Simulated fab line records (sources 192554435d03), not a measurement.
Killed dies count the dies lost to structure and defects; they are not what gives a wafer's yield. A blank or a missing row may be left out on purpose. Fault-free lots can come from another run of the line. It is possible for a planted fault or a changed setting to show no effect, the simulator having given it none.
Matching of chambers / flow n5-finfet / 4 sister chambers for N5_BEOL_M9_STRIP_67 on rie-diel-05
The step strips in CF4. 4 wafers are shown with their chamber, then 9 later ones without.

== WAFERS, EACH WITH ITS CHAMBER ==
wafer=L081.1; chamber=0; throttle-valve-pct (%)=13.54
wafer=L083.4; chamber=2; throttle-valve-pct (%)=13.94
wafer=L084.2; chamber=1; throttle-valve-pct (%)=14.13
wafer=L084.5; chamber=3; throttle-valve-pct (%)=13.66

== WAFERS WITH NO CHAMBER GIVEN ==
wafer=L085.3; throttle-valve-pct (%)=13.68
wafer=L085.4; throttle-valve-pct (%)=14.14
wafer=L085.5; throttle-valve-pct (%)=13.68
wafer=L089.3; throttle-valve-pct (%)=14.16
wafer=L089.5; throttle-valve-pct (%)=13.61
wafer=L089.6; throttle-valve-pct (%)=14.15
wafer=L095.3; throttle-valve-pct (%)=13.73
wafer=L095.4; throttle-valve-pct (%)=13.61
wafer=L095.6; throttle-valve-pct (%)=13.73

== THE CHAMBER EACH PASSED THROUGH ==
wafer=L085.3; from the rows above=3; in truth=3
wafer=L085.4; from the rows above=1; in truth=1
wafer=L085.5; from the rows above=3; in truth=3
wafer=L089.3; from the rows above=1; in truth=1
wafer=L089.5; from the rows above=can't be placed: 3 or 0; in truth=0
wafer=L089.6; from the rows above=1; in truth=1
wafer=L095.3; from the rows above=3; in truth=3
wafer=L095.4; from the rows above=can't be placed: 3 or 0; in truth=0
wafer=L095.6; from the rows above=3; in truth=3
Placed correctly: 7 of 9. Not placeable from these rows: 2 (in 2, the candidates include the true chamber). Number placed wrongly: 0.
How it was worked out, from the rows above alone: a wafer's distance from a chamber is the root of the sum, over the readings, of the square of ((its reading less the chamber's mean) divided by the reading's scatter). The wafer belongs to the nearest chamber; if the next one is less than 2 further off, it can't be placed. A chamber's mean is the mean of its shown wafers. The scatter (one wafer shown for each chamber): square how far every hidden wafer sits from the nearest shown wafer, average those squares and take the square root.
